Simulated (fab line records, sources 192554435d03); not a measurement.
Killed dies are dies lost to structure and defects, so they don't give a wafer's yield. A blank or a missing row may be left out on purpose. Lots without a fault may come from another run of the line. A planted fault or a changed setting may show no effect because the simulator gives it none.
A struck lot beside a sound one | flow n5_finfet | 19 steps out of a route of 1938
Sound: wafers L594.2, L594.4, L594.5. Struck: wafers L595.1, L595.2. (L595.6 of the same lot was not struck and is left out.) The cause comes at the end.
At each step with rows: each side's tool, then ch and its chambers, then its first start. Under that, the readings that differ: sound wafers | struck wafers | difference of the means | sigmas: that difference in standard deviations of wafers without a fault.
alike: readings whose means differ by less than 2 such deviations, and words and numbers that are the same on both sides. not compared: withheld readings, readings that some wafer has no value for, bounds like >300 that may hide the same value, and numbers for which the record gives no deviation and whose values overlap.
The two part at a step that has a row with sigmas, a row that says differs or no value, or rows on one side only. Numbers that don't overlap but have no deviation are shown without sigmas and don't part them. A reading that every wafer of one side lacks parts them only if that side has two wafers or more.

first, 5 steps without rows for these wafers: N5_HKMG_FIN_COAT_66 (time 60 s, resist thk 300 nm); N5_HKMG_FIN_ETCH_67 (etches SOC in N2/H2, stops on TiN, target depth 388.9 nm); N5_HKMG_FIN_STRIP_90 (strips SOC in N2/H2, time 20 s); N5_HKMG_FIN_WET_ETCH_73 (etches the open film in SC1, time 42.3 s, target depth 1.3 nm, rinse time 30 s); N5_HKMG_FIN_ETCHBACK_68 (etches the open film in Cl2/Ar, stops on HfO2, target depth 0.5 nm).
N5_HKMG_FIN_STRIP_69: strips in N2/H2, time 360 s.
  sound on plasma_asher-01 ch 0,1, day 6 22:31; struck on plasma_asher-02 ch 0,1, day 7 11:49
  alike: drypump_motor_current_A, heater_power_w
  not compared: rf_hours_counter_h
then, 1 step without rows for these wafers: N5_HKMG_FIN_ALD_21 (deposits TiN, target thk 1.5 nm, pulse time 1 s, purge time 3 s).
N5_HKMG_FIN_ALD_72: deposits W, target thk 2 nm, pulse time 1 s, purge time 2 s.
  sound on cvd_w-01 ch 0,1, day 6 23:16; struck on cvd_w-01 ch 0,1, day 7 12:33
  alike: heater_power_w, precursor_pulse_height_rel
then, 4 steps without rows for these wafers: N5_HKMG_FIN_W_FILL_22 (material W, target thk 60 nm, time 18.2 s); N5_HKMG_FIN_PRECLEAN_83 (cleans in DIW, time 57.5 s); N5_HKMG_FIN_SRD_84 (dry time 32 s); N5_HKMG_FIN_CMP_23 (polishes, stops on SiNx, t overpolish 10 s, target thk 46.326 nm).
N5_HKMG_FIN_CMP_94: polishes, stops on SiNx, t overpolish 4.7 s, target thk 43.299 nm.
  sound on cmp-01 ch 0,1,2, day 6 23:57; struck on cmp-03 ch 0,2, day 7 13:14
  reading                              | sound          | struck    | difference | sigmas
  model.SiNx_of_SDB_ALD_29.thk_nm (nm) | 28.4 28.2 28.4 | 27.6 27.8 | -0.6       |
  alike: motor_current_A
N5_HKMG_FIN_INSPECT_28: inspects for defects (darkfield).
  sound on defect_inspect-02, day 7 00:09; struck on defect_inspect-02, day 7 13:26
  alike: raw_defect_count
N5_GATE_CUT_ETCHBACK_00: etches W in SF6/Cl2.
  sound on rie_metal-02 ch 1, day 7 00:11; struck on rie_metal-02 ch 0,1, day 7 13:28
  alike: drypump_motor_current_A, oes_product_au, throttle_valve_pct
  not compared: rf_hours_counter_h
N5_GATE_CUT_ETCH_56: etches TiN in Cl2/Ar, target depth 21.6 nm.
  sound on rie_metal-02 ch 1, day 7 00:18; struck on rie_metal-02 ch 0,1, day 7 13:35
  alike: drypump_motor_current_A, oes_product_au, throttle_valve_pct
  not compared: rf_hours_counter_h
N5_GATE_CUT_ETCHBACK_30: etches TiN in Cl2/Ar, target depth 3 nm.
  sound on rie_metal-02 ch 1, day 7 00:23; struck on rie_metal-02 ch 0,1, day 7 13:41
  reading                              | sound        | struck    | difference | sigmas
  model.SiNx_of_SDB_ALD_29.thk_nm (nm) | 27.2 27 27.2 | 26.6 26.6 | -0.5       |
  alike: drypump_motor_current_A, oes_product_au, throttle_valve_pct
  not compared: rf_hours_counter_h
N5_GATE_CUT_VAPOR_ETCH_60: etches HfO2 in BCl3/Cl2.
  sound on rie_metal-02 ch 1, day 7 00:25; struck on rie_metal-02 ch 0,1, day 7 13:43
  alike: drypump_motor_current_A, oes_product_au
-- the record jumps here: 3 days lie between the struck wafers' starts before and after (it left off in module GATE_CUT and takes up again in module BEOL_M4, whose first step shown is number 1111 of the route) --
N5_BEOL_M4_RC_MEAS_101:
  sound on prober-02 ch 0, day 10 14:51; struck on prober-02 ch 0, day 10 20:58
  reading       | sound          | struck    | difference | sigmas
  DIBL_N (mV/V) | 33.8 33.3 32.6 | 35.7 38.2 | +3.7       | +2
  SS_P (mV/dec) | 72.7 72.4 72.2 | 73.1 74.3 | +1.3       | +2
  alike: DIBL_P, IOFF_N, IOFF_P, ION_N, ION_P, SS_N, VT_N, VT_P

WHERE THEY PART
Only at N5_BEOL_M4_RC_MEAS_101, within this record.

WHY: what the simulator had put in
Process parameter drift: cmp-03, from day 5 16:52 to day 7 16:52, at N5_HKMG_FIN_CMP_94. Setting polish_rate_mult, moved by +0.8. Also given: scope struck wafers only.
